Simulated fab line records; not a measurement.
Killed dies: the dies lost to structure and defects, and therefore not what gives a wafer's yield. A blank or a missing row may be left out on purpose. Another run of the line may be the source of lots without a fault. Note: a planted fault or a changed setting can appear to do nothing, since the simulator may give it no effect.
A struck lot beside a sound one + flow n5-finfet + 35 steps out of a route of 1938
Sound: wafers L577.1, L577.3, L577.4. Wafers struck: L567.1, L567.3, L567.4. At the end, the cause is stated.
For every step that has rows: the tool of each side, followed by ch and its chambers, followed by its first start. Under that, the readings that differ: sound wafers + struck wafers + difference of the means + sigmas: that difference in standard deviations of wafers without a fault.
alike: same words and numbers on both sides, and readings whose means sit less than 2 such deviations apart. not compared: any withheld reading, any reading some wafer has no value for, any bound like >300 that may hide the same value, and any number with overlapping values for which the record gives no deviation.
The two part at a step that has a row with sigmas, a row that says differs or no value, or rows on one side only. Non-overlapping numbers with no deviation appear without sigmas and do not part them. A reading missing from all wafers of one side parts the sides only when that side holds two or more wafers.

first, 11 steps without rows for these wafers: N5_BEOL_M7_HM_STRIP_39 (strips TiN in peroxide tin strip, target depth 25 nm, time 158 s); N5_BEOL_M7_SRD_40 (time 30 s); N5_BEOL_M7_PRECLEAN_42 (cleans in residue remover, time 60 s); N5_BEOL_M7_SRD_43 (time 30 s); N5_BEOL_M7_CURE_75 (cures SiCOH lowk, time 120 s); N5_BEOL_M7_DEGAS_44 (time 60 s); N5_BEOL_M7_PRE_CLEAN_45 (time 30 s); N5_BEOL_M7_ALD_77 (deposits TaN, target thk 2 nm, pulse time 2 s, purge time 3 s); N5_BEOL_M7_SURFACE_TREAT_79; N5_BEOL_M7_CVD_78 (deposits Co from CCTBA/H2, target thk 2 nm, time 142.3 s); N5_BEOL_M7_SPUTTER_48 (material Cu, target thk 10 nm, time 1.667 s).
N5_BEOL_M7_ECD_50: material Cu, target thk 300 nm.
  sound on ecd-cu-01 ch 0,1, day 15 13:44; struck on ecd-cu-02 ch 0,1, day 12 17:16
then, 22 steps without rows for these wafers: N5_BEOL_M7_ANNEAL_51 (time 90 s); N5_BEOL_M7_CMP_52 (polishes, stops on SiCOH lowk, t overpolish 6.9 s, target thk 80 nm); N5_BEOL_M7_PRE_CLEAN_55 (time 15 s); N5_BEOL_M7_DEP_56 (deposits SiCN from 3MS/NH3, target thk 10 nm, time 17.5 s); N5_BEOL_M8_ILD_DEP_00 (deposits SiCOH lowk from DEMS/porogen, target thk 179.75 nm, time 33.4 s); N5_BEOL_M8_CURE_74 (cures SiCOH lowk, time 240 s); N5_BEOL_M8_PECVD_70 (deposits SiO2 from TEOS/O2, target thk 20 nm, time 22.7 s); N5_BEOL_M8_HM_DEP_02 (deposits TiN, target thk 20 nm); N5_BEOL_M8_COAT_59 (time 60 s, resist thk 100 nm); N5_BEOL_M8_COAT_60 (time 60 s, resist thk 35 nm); N5_BEOL_M8_COAT_05 (resist thk 90 nm); N5_BEOL_M8_EBR_07; N5_BEOL_M8_SOFTBAKE_06 (time 60 s); N5_BEOL_M8_EXPOSE_08 (exposes mask M8); N5_BEOL_M8_PEB_09 (peb time 60 s); N5_BEOL_M8_DEVELOP_10 (develop time 30 s); N5_BEOL_M8_DESCUM_16 (chemistry O2, time 7.9 s); N5_BEOL_M8_ETCH_61 (etches SiARC in CF4, target depth 45.5 nm, time 75.8 s); N5_BEOL_M8_ETCH_62 (etches SOC in N2/H2, target depth 110 nm, overetch 22 nm, time 165 s); N5_BEOL_M8_STRIP_68 (strips in N2/H2); N5_BEOL_M8_STRIP_67 (strips in CF4); N5_BEOL_M8_HM_OPEN_17 (chemistry Cl2/BCl3, target TiN, target depth 20 nm, overetch 6 nm).
-- here the record skips 3 days between the struck wafers' starts before and after, leaving off in module BEOL_M8 and picking up in module PASSIVATION (first step shown: number 1936 of the route) --
N5_PASSIVATION_PROBE_49:
  rows exist in the record for the struck wafers here (prober-02, day 16 05:01), but not for the sound ones

== WHERE THEY PART ==
Only at N5_PASSIVATION_PROBE_49, within this record.

WHY: the cause the simulator had injected
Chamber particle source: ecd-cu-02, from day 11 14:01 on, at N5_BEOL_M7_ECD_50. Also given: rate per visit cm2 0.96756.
